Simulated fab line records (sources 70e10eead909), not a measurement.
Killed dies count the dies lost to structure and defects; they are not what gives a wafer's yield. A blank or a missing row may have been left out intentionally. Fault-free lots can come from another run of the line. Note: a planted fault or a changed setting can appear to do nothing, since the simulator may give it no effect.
Matching of chambers	flow nandHarc	NHARC_A_BONDPAD_STRIP_15 on rieDiel-13: 4 sister chambers
The step strips in O2. 7 wafers are shown with their chamber, then 7 later ones without.

## EACH WAFER AND ITS CHAMBER
wafer	chamber	drypumpMotorCurrentA (A)	oesProductAu (a.u.)
L853.3	2	5.70	1.018
L853.6	3	5.79	1.005
L851.2	3	5.78	0.994
L851.3	0	5.64	1.000
L851.4	1	5.13	1.000
L858.1	1	5.16	0.990
L858.2	0	5.62	0.994

## WAFERS WITH NO CHAMBER GIVEN
wafer	drypumpMotorCurrentA (A)	oesProductAu (a.u.)
L858.4	5.68	1.011
L859.1	5.14	1.005
L859.4	5.68	1.020
L859.5	5.11	0.996
L863.1	5.69	0.995
L863.2	5.80	0.994
L863.4	5.12	1.008

## WHICH CHAMBER EACH WENT THROUGH
wafer	from the rows above	in truth
L858.4	2	2
L859.1	1	1
L859.4	2	2
L859.5	1	1
L863.1	can't be placed: 2 or 0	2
L863.2	3	3
L863.4	1	1
Correct placement for 6 of the 7. Not placeable from these rows: 1 (in 1, the candidates include the true chamber). Number placed wrongly: 0.
How it was worked out, from the rows above alone: a wafer's distance from a chamber is the root of the sum, over the readings, of the square of ((its reading less the chamber's mean) divided by the reading's scatter). If the next closest chamber is less than 2 further off than the closest, the wafer can't be placed; otherwise it belongs to the closest. For every chamber, the mean is computed from those of its wafers that are shown. How the scatter is found: for the shown wafers, subtract from each reading the mean of its chamber, square and add these, divide the total by (wafers less chambers), then take the root.
